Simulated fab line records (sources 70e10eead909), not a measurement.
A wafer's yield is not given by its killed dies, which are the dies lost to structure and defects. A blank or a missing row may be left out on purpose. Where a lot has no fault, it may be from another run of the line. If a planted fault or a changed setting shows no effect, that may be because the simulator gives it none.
Chamber matching ; flow nand harc ; NHARC_A_BLC_STRIP_21 on rie diel-04: 4 sister chambers
The step strips in O2. 18 wafers are shown with their chamber, then 9 later ones without.

== WAFERS, EACH WITH ITS CHAMBER ==
wafer;chamber;showerhead plenum p Torr (Torr);drypump motor current A (A);oes product au (a.u.)
L074.1;0;3.38;5.3;0.993
L074.3;3;3.59;6.5;0.996
L074.6;1;3.46;5.0;1.015
L078.1;3;3.59;6.6;0.997
L078.3;1;3.46;5.0;1.021
L078.5;1;3.46;5.0;1.030
L079.2;2;3.70;5.3;1.007
L079.3;1;3.46;5.0;1.018
L079.4;3;3.59;6.6;0.989
L077.3;0;3.38;5.3;0.989
L077.5;0;3.38;5.3;0.991
L077.6;3;3.59;6.6;0.983
L088.1;3;3.59;6.5;0.989
L088.2;2;3.70;5.3;1.017
L088.6;3;3.59;6.6;0.990
L091.3;1;3.46;5.0;1.023
L091.4;2;3.69;5.3;1.007
L091.5;0;3.38;5.3;0.996

SIGNATURES (averages over the wafers above)
reading;chamber 0;chamber 1;chamber 2;chamber 3;scatter within a chamber
showerhead plenum p Torr;3.3800;3.4600;3.6967;3.5900;0.00218
drypump motor current A;5.300;5.000;5.300;6.567;0.0309
oes product au;0.99225;1.02140;1.01033;0.99067;0.00504
Rule: for each reading, subtract the chamber's mean from the wafer's reading, divide by that reading's scatter and square the result; add these up over the readings and take the root, which gives the wafer's distance from the chamber. The wafer belongs to the nearest chamber; if the next one is less than 2 further off, it can't be placed. The scatter: the root of (the sum of the squares of (reading less its chamber's mean) over the shown wafers, divided by (wafers less chambers)).

== WAFERS MISSING THEIR CHAMBER ==
wafer;showerhead plenum p Torr (Torr);drypump motor current A (A);oes product au (a.u.)
L095.1;3.46;5.0;1.011
L095.2;3.38;5.3;0.997
L095.4;3.58;6.5;0.992
L092.2;3.46;5.0;1.014
L092.3;3.69;5.3;1.013
L092.5;3.38;5.3;0.993
L093.4;3.46;5.0;1.000
L093.5;3.46;5.0;1.003
L093.6;3.38;5.3;0.996

== WHICH CHAMBER EACH WENT THROUGH ==
wafer;from the rows above;in truth
L095.1;1;1
L095.2;0;0
L095.4;3;3
L092.2;1;1
L092.3;2;2
L092.5;0;0
L093.4;1;1
L093.5;1;1
L093.6;0;0
Correct placement for 9 of the 9. Left unplaced by these rows: 0. Number placed wrongly: 0.
